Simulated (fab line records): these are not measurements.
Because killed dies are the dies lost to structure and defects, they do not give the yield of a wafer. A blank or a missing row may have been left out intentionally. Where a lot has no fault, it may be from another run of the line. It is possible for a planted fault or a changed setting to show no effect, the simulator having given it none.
fab line records | flow n5_finfet
[record] lots = 7 wafers = 39
route steps=1938 shown FIN_SAQP@116 DUMMY_GATE@237 SD_EPI_P@321 SD_ACTIVATION@330 MOL_CONTACT_COAG@532
start_h: hours from the record's opening day to when the first of the lot's shown wafers began | wait_h: hours elapsed since this lot's preceding step | " unchanged from the row above | L1.1+2: several wafers, shown together as one row | - no value present, or no start provided | * or withheld: withheld | < > ~ a bound
route shown NAME@n: a module of which the file shows steps, and the number in the route of the first | usual: mean/standard deviation of fault-free wafers | same: alike in all rows | chamber/n: place in a boat | sites: each site's reading | _std_site: how widely they spread, as a standard deviation | _edge_site: outer sites' mean less inner sites' | radius_mm: how far each site lies from the wafer's centre | mask NAME#n: copy n | behind: the most recent tool/chamber to have shaped the wafer | hold: cause of the lot's hold/its duration in hours/its outcome | device: whichever transistor did not switch (one of n, p or np) | end of line: the route-end tests of the same wafers | a step without rows: its recipe alone | killed: dies lost to structure and defects at the first sort, not the wafer's yield | map: the dies of a wafer, with x for killed, . for not killed, _ for no die there
set.NAME: setting as actually run; set.NAME@STEP: the setting as run at that earlier step | model.NAME: the simulator's own value behind a step, which no gauge read
lots whose settings were changed on purpose; a table a step, a row a wafer
[[steps]]
[step N5_FIN_SAQP_ETCH_52]
[recipe] chemistry = N2/H2 target = SOC target_depth_a = 1000 overetch_a = 200 mask_material = SiARC temp_c = 40 time_s = 150 ion_energy_ev = 200 pressure_mtorr = 30 source_w = 840 bias_w = 150 n2_flow_sccm = 200 h2_flow_sccm = 200 ends = end_point
[usual] rf_vpp_V = 525.1/2.8
// columns lot.wafer tool chamber start_h wait_h set.source_w rf_vpp_V model.SiARC_of_FIN_SAQP_COAT_50.thk_nm
L076.1 rie_diel-02 1 35.24 0.0 840 522.4 29.3
L076.2 " 0 " " 840 526.2 29.13
L076.3 " 2 " " 840 520.9 29.24
L076.4 " 3 " " 840 527.3 29.05
L076.5 " 1 " " 840 522.9 29.31
L076.6 " 0 " " 840 526.4 29.08
L077.1 rie_diel-05 0 40.48 0.0 840 526.9 28.95
L077.2 " 2 " " 840 526.3 29.18
L077.4 " 3 " " 840 526.7 29.07
L083.1 rie_diel-02 0 75.35 0.0 840 527.2 29.21
L083.2 " 2 " " 779.2 533.1 29.49
L083.3 " 3 " " 779.2 542.8 29.44
L083.4 " 1 " " 779.2 534.3 29.53
L083.5 " 3 " " 840 529.1 29.04
L083.6 " 0 " " 840 527.2 29.16
L086.1 rie_diel-05 0 93.64 0.0 718.4 554.2 29.47
L086.2 " 3 " " 718.4 553.7 29.56
L086.3 " 2 " " 718.4 553.3 29.47
L086.4 " 1 " " 840 521.8 29.1
L086.5 " 0 " " 840 526.4 28.98
L086.6 " 1 " " 840 523.8 29.03
L089.1 rie_diel-05 1 112.75 0.0 840 522.4 29.22
L089.2 " 0 " " 936.2 508.8 28.72
L089.3 " 2 " " 936.2 507.8 28.82
L089.4 " 3 " " 840 526.5 29.12
L089.5 " 2 " " 936.2 508.9 28.84
L089.6 " 1 " " 840 520.5 29.15
L090.1 rie_diel-03 0 117.42 0.0 886.9 516.1 29.2
L090.2 " 3 " " 840 527.3 29.22
L090.3 " 1 " " 840 526.0 29.19
L090.4 " 2 " " 886.9 518.5 29.06
L090.5 " 0 " " 886.9 516.3 29.14
L090.6 " 3 " " 840 524.9 29.14
L096.1 rie_diel-02 3 154.00 0.0 932.9 509.7 28.57
L096.2 " 2 " " 840 520.2 28.97
L096.3 " 1 " " 840 521.2 29.21
L096.4 " 0 " " 932.9 507.6 28.58
L096.5 " 1 " " 932.9 504.1 28.8
L096.6 " 0 " " 840 526.2 28.94
[step N5_DUMMY_GATE_ETCH_37]
[recipe] chemistry = N2/H2 target = SOC target_depth_a = 600 overetch_a = 300 temp_c = 40 ion_energy_ev = 200 pressure_mtorr = 30 source_w = 840 bias_w = 150 n2_flow_sccm = 200 h2_flow_sccm = 200
[usual] rf_vpp_V = 523.8/2.6
// columns lot.wafer tool chamber start_h wait_h set.source_w rf_vpp_V model.SiARC_of_DUMMY_GATE_COAT_35.thk_nm
L076.1 rie_diel-04 1 60.06 0.0 979.4 502.1 4.4
L076.2 " 0 " " 979.4 493.5 4.6
L076.3 " 2 " " 979.4 496.2 4.6
L076.4 " 3 " " 840 525.5 5
L076.5 " 0 " " 840 519.9 5
L076.6 " 3 " " 840 525.8 5
L077.1 rie_diel-01 1 65.51 0.0 840 524.7 5
L077.2 " 0 " " 840 524.3 5
L077.4 " 3 " " 840 522.2 5
L083.1 rie_diel-04 1 100.49 0.0 972.2 501.4 4.4
L083.2 " 3 " " 972.2 500.4 4.4
L083.3 " 2 " " 840 522.1 5
L083.4 " 0 " " 840 520.3 5.2
L083.5 " 0 " " 840 519.1 5
L083.6 " 3 " " 972.2 500.3 4.6
L086.1 rie_diel-01 2 123.36 0.0 840 522.1 4.8
L086.2 " 1 " " 679.6 562.1 5.6
L086.3 " 0 " " 840 524.3 5
L086.4 " 3 " " 679.6 560.4 5.6
L086.5 " 1 " " 679.6 563.4 5.6
L086.6 " 2 " " 840 521.0 4.8
L089.1 rie_diel-06 3 138.55 0.0 840 521.3 5
L089.2 " 1 " " 840 523.6 5
L089.3 " 0 " " 950.2 503.7 4.6
L089.4 " 0 " " 950.2 503.2 4.6
L089.5 " 1 " " 840 522.9 5
L089.6 " 3 " " 950.2 499.2 4.8
L090.1 rie_diel-04 1 143.03 0.0 840 526.4 4.8
L090.2 " 2 " " 840 522.7 5
L090.3 " 0 " " 840 529.3 5
L090.4 " 3 " " 840 524.9 4.8
L090.5 " 2 " " 840 520.8 5
L090.6 " 3 " " 840 525.5 5
L096.1 rie_diel-01 3 178.25 0.0 840 522.1 4.8
L096.2 " 0 " " 694.9 559.1 5.4
L096.3 " 1 " " 840 525.1 5
L096.4 " 2 " " 694.9 556.6 5.4
L096.5 " 0 " " 840 524.4 5
L096.6 " 3 " " 694.9 557.8 5.4
[step N5_DUMMY_GATE_ETCH_31]
[recipe] chemistry = C4F6/O2 target = SiO2 mask_material = SOC target_depth_a = 825 time_s = 27.5 ion_energy_ev = 250 pressure_mtorr = 30 source_w = 345 bias_w = 185 Ar_flow_sccm = 300 C4F6_flow_sccm = 10 O2_flow_sccm = 10
// columns lot.wafer tool chamber start_h wait_h set.target_depth_a model.etch.depth_nm
L076.1 rie_diel-01 0 60.34 0.0 825 82.07
L076.2 " 2 " " 825 82.91
L076.3 " 1 " " 825 82.25
L076.4 " 3 " " 825 80.62
L076.5 " 3 " " 825 80.18
L076.6 " 0 " " 825 81.71
L077.1 rie_diel-01 3 65.86 0.1 825 80.14
L077.2 " 0 " " 825 81.89
L077.4 " 1 " " 825 83.23
L083.1 rie_diel-06 3 100.91 0.0 825 79.87
L083.2 " 1 " " 825 79.66
L083.3 " 0 " " 825 83.39
L083.4 " 2 " " 825 80.52
L083.5 " 0 " " 825 82.86
L083.6 " 1 " " 825 79.6
L086.1 rie_diel-01 2 123.71 0.0 895.4 90.59
L086.2 " 3 " " 895.4 86.88
L086.3 " 0 " " 825 83.08
L086.4 " 1 " " 825 82.3
L086.5 " 3 " " 895.4 88.13
L086.6 " 0 " " 825 82.57
L089.1 rie_diel-01 3 138.83 0.0 744.8 72.62
L089.2 " 0 " " 744.8 73.68
L089.3 " 1 " " 825 82.35
L089.4 " 1 " " 744.8 74.29
L089.5 " 0 " " 825 81.96
L089.6 " 3 " " 825 79.43
L090.1 rie_diel-04 2 143.31 0.0 825 82.27
L090.2 " 0 " " 793.7 80.05
L090.3 " 3 " " 825 82.48
L090.4 " 1 " " 825 83.57
L090.5 " 3 " " 793.7 79.31
L090.6 " 0 " " 793.7 80.01
L096.1 rie_diel-06 3 178.80 0.1 825 81.37
L096.2 " 2 " " 771.5 79.58
L096.3 " 1 " " 825 80.69
L096.4 " 0 " " 825 84.5
L096.5 " 3 " " 771.5 76.36
L096.6 " 0 " " 771.5 78.61
[step N5_DUMMY_GATE_ETCH_42]
[recipe] chemistry = CHF3/O2 target = SiO2 target_depth_a = 35 time_s = 31 ion_energy_ev = 30 bias_w = 12 pressure_mtorr = 30 source_w = 600 Ar_flow_sccm = 200 CHF3_flow_sccm = 50 O2_flow_sccm = 5
[usual] rf_vpp_V = 42.6/0.87
// columns lot.wafer tool chamber start_h wait_h set.bias_w rf_vpp_V
L076.1 rie_diel-06 3 60.88 0.1 12 40.5
L076.2 " 0 " " 12 43.3
L076.3 " 1 " " 9.76 36.5
L076.4 " 1 " " 12 43.9
L076.5 " 3 " " 9.76 35.9
L076.6 " 0 " " 9.76 36.3
L077.1 rie_diel-04 2 66.35 0.0 12 42.2
L077.2 " 3 " " 12 42.3
L077.4 " 0 " " 12 41.6
L083.1 rie_diel-04 0 101.48 0.1 12 41.4
L083.2 " 3 " " 10.99 40.9
L083.3 " 2 " " 12 41.5
L083.4 " 1 " " 12 42.2
L083.5 " 1 " " 10.99 39.1
L083.6 " 2 " " 10.99 40.6
L086.1 rie_diel-01 0 124.21 0.0 12 41.0
L086.2 " 3 " " 12 41.6
L086.3 " 2 " " 12 42.6
L086.4 " 1 " " 12 42.3
L086.5 " 3 " " 12 43.0
L086.6 " 0 " " 12 42.5
L089.1 rie_diel-06 1 139.32 0.0 12 43.8
L089.2 " 3 " " 12 41.3
L089.3 " 0 " " 10.24 37.3
L089.4 " 3 " " 10.24 38.0
L089.5 " 0 " " 10.24 38.7
L089.6 " 1 " " 12 41.8
L090.1 rie_diel-04 1 143.80 0.0 10.16 37.8
L090.2 " 0 " " 10.16 37.9
L090.3 " 3 " " 12 43.4
L090.4 " 2 " " 12 41.7
L090.5 " 3 " " 12 43.1
L090.6 " 0 " " 10.16 36.4
L096.1 rie_diel-06 0 179.30 0.1 12 42.2
L096.2 " 1 " " 9.895 36.7
L096.3 " 2 " " 12 42.8
L096.4 " 3 " " 9.895 36.8
L096.5 " 3 " " 9.895 37.2
L096.6 " 0 " " 12 41.8
[step N5_SD_EPI_P_EPI_21]
[recipe] material = SiGe:B dopant = B temp_c = 550 pressure_torr = 20 ambient = H2 time_s = 355
// columns lot.wafer tool chamber start_h wait_h set.time_s model.SiGe-B_of_SD_EPI_P_EPI_21.thk_nm
L076.1 epi_rpcvd-02 0 68.62 0.1 306 55.8
L076.2 " 0 " " 355 61.6
L076.3+5 " 0 " " 306 55.6
L076.4 " 0 " " 355 60.8
L076.6 " 0 " " 355 61.4
L077.1 epi_rpcvd-02 0 73.63 0.1 355 60.8
L077.2+4 " 0 " " 355 61.4
L083.1 epi_rpcvd-03 0 108.82 0.1 355 61.6
L083.2 " 0 " " 355 62.4
L083.3+5 " 0 " " 355 61
L083.4+6 " 0 " " 355 61.4
L086.1 epi_rpcvd-03 0 132.20 0.1 314.6 56.8
L086.2 " 0 " " 355 63
L086.3 " 0 " " 314.6 57.4
L086.4 " 0 " " 314.6 57
L086.5 " 0 " " 355 62.2
L086.6 " 0 " " 355 62
L089.1 epi_rpcvd-04 0 146.93 0.1 292.8 53.6
L089.2+3 " 0 " " 292.8 53.2
L089.4 " 0 " " 355 60.8
L089.5 " 0 " " 355 60.2
L089.6 " 0 " " 355 60.4
L090.1+5 epi_rpcvd-04 0 152.38 0.1 355 61.2
L090.2 " 0 " " 355 61
L090.3 " 0 " " 355 60.8
L090.4 " 0 " " 355 61.8
L090.6 " 0 " " 355 60.6
L096.1 epi_rpcvd-03 0 190.16 0.1 355 61.2
L096.2 " 0 " " 355 61.4
L096.3+5 " 0 " " 355 61
L096.4 " 0 " " 355 60.6
L096.6 " 0 " " 355 61.6
[step N5_SD_EPI_P_EPI_MEAS_23]
[recipe] mode = xrd
[usual] thk_nm = 61.0/1.3
// columns lot.wafer tool chamber start_h wait_h set.time_s@SD_EPI_P_EPI_21 thk_nm
L076.1 film_metro-02 - 70.82 1.9 306 57.4
L076.2 " - " " 355 61.5
L076.3 " - " " 306 56.8
L076.4 " - " " 355 62.4
L076.5 " - " " 306 56.4
L076.6 " - " " 355 60.9
L077.1 film_metro-02 - 75.83 1.8 355 61.3
L077.2 " - " " 355 62.4
L077.4 " - " " 355 60.9
L083.1 film_metro-02 - 111.02 1.8 355 60.6
L083.2 " - " " 355 62.3
L083.3 " - " " 355 60.9
L083.4 " - " " 355 62.9
L083.5 " - " " 355 60.5
L083.6 " - " " 355 62.1
L086.1 film_metro-02 - 134.39 1.8 314.6 56.1
L086.2 " - " " 355 64.5
L086.3 " - " " 314.6 57.7
L086.4 " - " " 314.6 56.9
L086.5 " - " " 355 61.5
L086.6 " - " " 355 60.2
L089.1 film_metro-02 - 149.13 1.9 292.8 51.7
L089.2 " - " " 292.8 54.2
L089.3 " - " " 292.8 52.2
L089.4 " - " " 355 63.1
L089.5 " - " " 355 60.5
L089.6 " - " " 355 60.0
L090.1 film_metro-02 - 154.57 1.8 355 62.6
L090.2 " - " " 355 61.5
L090.3 " - " " 355 61.3
L090.4 " - " " 355 62.7
L090.5 " - " " 355 60.6
L090.6 " - " " 355 60.8
L096.1 film_metro-02 - 192.35 1.8 355 59.4
L096.2 " - " " 355 61.8
L096.3 " - " " 355 60.4
L096.4 " - " " 355 59.6
L096.5 " - " " 355 62.4
L096.6 " - " " 355 61.3
[step N5_SD_EPI_P_HM_STRIP_48]
[recipe] chemistry = H3PO4 temp_c = 160 material = SiNx target = SiNx target_depth_a = 30 overetch_fraction = 0.3
// columns lot.wafer tool chamber start_h wait_h set.time_s@SD_EPI_P_EPI_21 model.SiGe-B_of_SD_EPI_P_EPI_21.thk_nm
L076.1 wet_bench-02 4 70.85 0.0 306 55.6
L076.2 " 1 " " 355 61.2
L076.3+5 " 6,5 " " 306 55.4
L076.4 " 0 " " 355 60.6
L076.6 " 7 " " 355 61
L077.1 wet_bench-04 5 75.87 0.0 355 60.4
L077.2+4 " 1,3 " " 355 61.2
L083.1+6 wet_bench-01 2,1 111.05 0.0 355 61.2
L083.2 " 6 " " 355 62
L083.3 " 3 " " 355 60.8
L083.4 " 0 " " 355 61
L083.5 " 7 " " 355 60.6
L086.1+4 wet_bench-04 5,3 134.43 0.0 314.6 56.6
L086.2 " 6 " " 355 62.6
L086.3 " 4 " " 314.6 57.2
L086.5 " 7 " " 355 61.8
L086.6 " 2 " " 355 61.6
L089.1 wet_bench-04 4 149.17 0.0 292.8 53.2
L089.2+3 " 1,6 " " 292.8 53
L089.4 " 2 " " 355 60.4
L089.5+6 " 5,3 " " 355 60
L090.1 wet_bench-02 7 154.61 0.0 355 61
L090.2+5 " 1,5 " " 355 60.8
L090.3 " 6 " " 355 60.4
L090.4 " 0 " " 355 61.4
L090.6 " 2 " " 355 60.2
L096.1+2 wet_bench-02 3,1 192.39 0.0 355 61
L096.3+5 " 0,2 " " 355 60.8
L096.4 " 4 " " 355 60.2
L096.6 " 7 " " 355 61.2
[step N5_SD_EPI_P_SRD_49]
[recipe] dry = ipa_marangoni time_s = 30 temp_c = 23 rinse_liquid = diw
[step N5_SD_EPI_P_PRECLEAN_24]
[recipe] chemistry = O3/DIW time_s = 45 temp_c = 22 o3_ppm = 10
[step N5_SD_ACTIVATION_RTA_00]
[recipe] temp_c = 975 time_s = 0 ambient = N2 idle_temp_c = 600 ramp_up_c_per_s = 150 ramp_down_c_per_s = 60 cool_to_c = 600
[step N5_SD_ACTIVATION_LSA_01]
[recipe] temp_c = 1080 time_s = 0.0008 ambient = N2
[step N5_SD_ACTIVATION_RS_MEAS_03]
[recipe] thk_meas_gauge = four-point-probe
[usual] RS_SD_N = 21.92/0.29 RS_SD_P = 55.9/0.8
// columns lot.wafer tool chamber start_h wait_h set.time_s@SD_EPI_P_EPI_21 RS_SD_N[ohm/sq] RS_SD_P[ohm/sq]
L076.1 film_metro-02 - 71.54 0.2 306 21.83 61.5
L076.2 " - " " 355 21.56 55.6
L076.3 " - " " 306 21.98 61.1
L076.4 " - " " 355 21.80 56.1
L076.5 " - " " 306 22.03 61.4
L076.6 " - " " 355 21.44 55.9
L077.1 film_metro-02 - 76.53 0.2 355 21.81 56.3
L077.2 " - " " 355 22.01 55.7
L077.4 " - " " 355 21.89 55.6
L083.1 film_metro-02 - 111.62 0.2 355 21.50 54.4
L083.2 " - " " 355 21.60 54.4
L083.3 " - " " 355 21.35 55.0
L083.4 " - " " 355 21.48 54.8
L083.5 " - " " 355 21.33 55.0
L083.6 " - " " 355 21.47 54.8
L086.1 film_metro-02 - 135.08 0.2 314.6 22.03 58.7
L086.2 " - " " 355 21.71 53.8
L086.3 " - " " 314.6 21.73 59.3
L086.4 " - " " 314.6 21.46 58.8
L086.5 " - " " 355 21.91 54.5
L086.6 " - " " 355 21.80 54.7
L089.1 film_metro-02 - 149.74 0.2 292.8 21.59 64.6
L089.2 " - " " 292.8 21.85 65.6
L089.3 " - " " 292.8 21.47 65.2
L089.4 " - " " 355 21.50 56.3
L089.5 " - " " 355 21.49 57.5
L089.6 " - " " 355 21.77 57.0
L090.1 film_metro-02 - 155.18 0.2 355 22.32 55.5
L090.2 " - " " 355 21.75 55.7
L090.3 " - " " 355 21.90 55.5
L090.4 " - " " 355 22.15 54.9
L090.5 " - " " 355 22.04 55.5
L090.6 " - " " 355 22.06 55.7
L096.1 film_metro-01 - 192.96 0.2 355 22.30 55.9
L096.2 " - " " 355 22.15 55.7
L096.3 " - " " 355 22.14 55.0
L096.4 " - " " 355 22.27 56.3
L096.5 " - " " 355 22.24 55.7
L096.6 " - " " 355 22.73 55.2
[step N5_MOL_CONTACT_COAG_ETCH_106]
[recipe] chemistry = N2/H2 target = SOC target_depth_a = 800 overetch_a = 160 mask_material = SiARC temp_c = 40 time_s = 120 ion_energy_ev = 200 pressure_mtorr = 30 source_w = 840 bias_w = 150 n2_flow_sccm = 200 h2_flow_sccm = 200
[usual] rf_vpp_V = 525.3/2.5
// columns lot.wafer tool chamber start_h wait_h set.source_w rf_vpp_V model.SiARC_of_MOL_CONTACT_COAG_COAT_104.thk_nm
L076.1 rie_diel-05 3 99.70 0.0 840 525.3 6.2
L076.2 " 1 " " 888.9 513.1 6
L076.3 " 2 " " 840 526.9 6.4
L076.4 " 0 " " 840 527.2 6.2
L076.5 " 2 " " 888.9 515.8 6.2
L076.6 " 3 " " 888.9 519.4 6
L077.1 rie_diel-02 3 105.08 0.0 840 528.1 6.2
L077.2 " 2 " " 840 520.5 6.4
L077.4 " 1 " " 840 522.1 6.4
L083.1 rie_diel-02 2 140.30 0.0 707.1 550.2 6.8
L083.2 " 0 " " 707.1 558.3 6.8
L083.3 " 3 " " 707.1 557.4 6.8
L083.4 " 1 " " 840 522.5 6.4
L083.5 " 0 " " 840 526.6 6.2
L083.6 " 3 " " 840 527.1 6.2
L086.1 rie_diel-05 1 164.82 0.0 840 521.5 6.4
L086.2 " 3 " " 840 526.0 6.4
L086.3 " 0 " " 840 527.1 6.4
L086.4 " 2 " " 840 526.2 6.4
L086.5 " 1 " " 840 522.3 6.4
L086.6 " 0 " " 840 525.7 6.4
L089.1 rie_diel-05 0 178.93 0.0 840 527.7 6.2
L089.2 " 2 " " 840 526.4 6.4
L089.3 " 1 " " 840 521.8 6.4
L089.4 " 3 " " 840 525.9 6.2
L089.5 " 3 " " 840 526.0 6.2
L089.6 " 2 " " 840 527.0 6.4
L090.1 rie_diel-05 3 184.34 0.0 683.2 565.0 7
L090.2 " 0 " " 683.2 565.5 7
L090.3 " 1 " " 840 521.9 6.4
L090.4 " 2 " " 840 526.2 6.4
L090.5 " 1 " " 683.2 558.6 7
L090.6 " 2 " " 840 525.7 6.4
L096.1 rie_diel-02 0 223.43 0.0 840 526.1 6.4
L096.2 " 3 " " 840 527.5 6.2
L096.3 " 2 " " 840 529.0 6.4
L096.4 " 1 " " 840 520.7 6.4
L096.5 " 1 " " 840 522.7 6.4
L096.6 " 2 " " 840 528.8 6.4
[step N5_MOL_CONTACT_COAG_CONTACT_ETCH_14]
[recipe] chemistry = C4F6/O2 target = SiO2 target_depth_a = 275 overetch_a = 85 mask_material = SOC pressure_mtorr = 30 source_w = 370 bias_w = 185 Ar_flow_sccm = 300 C4F6_flow_sccm = 16 O2_flow_sccm = 10 time_s = 20 ion_energy_ev = 259.6
[usual] rf_vpp_V = 694/3.1
// columns lot.wafer tool chamber start_h wait_h set.source_w rf_vpp_V
L076.1 rie_diel-05 3 99.80 0.0 370 695
L076.2 " 1 " " 344.4 708
L076.3 " 2 " " 344.4 712
L076.4 " 0 " " 344.4 709
L076.5 " 2 " " 370 695
L076.6 " 3 " " 370 697
L077.1 rie_diel-02 3 105.18 0.0 370 697
L077.2 " 2 " " 370 687
L077.4 " 1 " " 370 691
L083.1 rie_diel-02 2 140.40 0.0 370 687
L083.2 " 0 " " 370 695
L083.3 " 3 " " 325.6 725
L083.4 " 1 " " 370 692
L083.5 " 0 " " 325.6 725
L083.6 " 3 " " 325.6 725
L086.1 rie_diel-05 1 164.92 0.0 370 690
L086.2 " 3 " " 370 696
L086.3 " 0 " " 370 696
L086.4 " 2 " " 370 697
L086.5 " 1 " " 370 691
L086.6 " 0 " " 370 696
L089.1 rie_diel-05 0 179.03 0.0 370 699
L089.2 " 2 " " 339.9 713
L089.3 " 1 " " 370 690
L089.4 " 3 " " 339.9 714
L089.5 " 3 " " 370 696
L089.6 " 2 " " 339.9 713
L090.1 rie_diel-05 3 184.44 0.0 370 696
L090.2 " 0 " " 370 696
L090.3 " 1 " " 370 689
L090.4 " 2 " " 434.6 664
L090.5 " 1 " " 434.6 660
L090.6 " 2 " " 434.6 664
L096.1 rie_diel-02 0 223.53 0.0 422.3 671
L096.2 " 3 " " 370 696
L096.3 " 2 " " 370 700
L096.4 " 1 " " 422.3 664
L096.5 " 1 " " 422.3 665
L096.6 " 2 " " 370 699
[[key]]
[split] step = N5_FIN_SAQP_ETCH_52 setting = source_w stated = 840 by = wafer
[response] step = N5_FIN_SAQP_ETCH_52 reading = rf_vpp_V change = -1.62 per = 1% r = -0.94
[response] step = N5_FIN_SAQP_ETCH_52 reading = model.SiARC_of_FIN_SAQP_COAT_50.thk_nm change = -0.0328 per = 1% r = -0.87
[split] step = N5_DUMMY_GATE_ETCH_37 setting = source_w stated = 840 by = wafer
[response] step = N5_DUMMY_GATE_ETCH_37 reading = rf_vpp_V change = -1.74 per = 1% r = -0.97
[response] step = N5_DUMMY_GATE_ETCH_37 reading = model.SiARC_of_DUMMY_GATE_COAT_35.thk_nm change = -0.0321 per = 1% r = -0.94
[split] step = N5_DUMMY_GATE_ETCH_31 setting = target_depth_a stated = 825 by = wafer
[response] step = N5_DUMMY_GATE_ETCH_31 reading = model.etch.depth_nm change = +0.726 per = 1% r = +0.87
[split] step = N5_DUMMY_GATE_ETCH_42 setting = bias_w stated = 12 by = wafer
[response] step = N5_DUMMY_GATE_ETCH_42 reading = rf_vpp_V change = +0.314 per = 1% r = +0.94
[split] step = N5_SD_EPI_P_EPI_21 setting = time_s stated = 355 by = wafer
[response] step = N5_SD_EPI_P_EPI_21 reading = model.SiGe-B_of_SD_EPI_P_EPI_21.thk_nm change = +0.419 per = 1% r = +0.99
[response] step = N5_SD_EPI_P_EPI_MEAS_23 reading = thk_nm change = * per = 1% r = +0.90
[response] step = N5_SD_EPI_P_HM_STRIP_48 reading = model.SiGe-B_of_SD_EPI_P_EPI_21.thk_nm change = +0.412 per = 1% r = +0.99
[response] step = N5_SD_ACTIVATION_RS_MEAS_03 reading = RS_SD_P change = -0.432 per = 1% r = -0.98
[split] step = N5_MOL_CONTACT_COAG_ETCH_106 setting = source_w stated = 840 by = wafer
[response] step = N5_MOL_CONTACT_COAG_ETCH_106 reading = rf_vpp_V change = -1.98 per = 1% r = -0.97
[response] step = N5_MOL_CONTACT_COAG_ETCH_106 reading = model.SiARC_of_MOL_CONTACT_COAG_COAT_104.thk_nm change = -0.0329 per = 1% r = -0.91
[split] step = N5_MOL_CONTACT_COAG_CONTACT_ETCH_14 setting = source_w stated = 370 by = wafer
[response] step = N5_MOL_CONTACT_COAG_CONTACT_ETCH_14 reading = rf_vpp_V change = -2.16 per = 1% r = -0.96
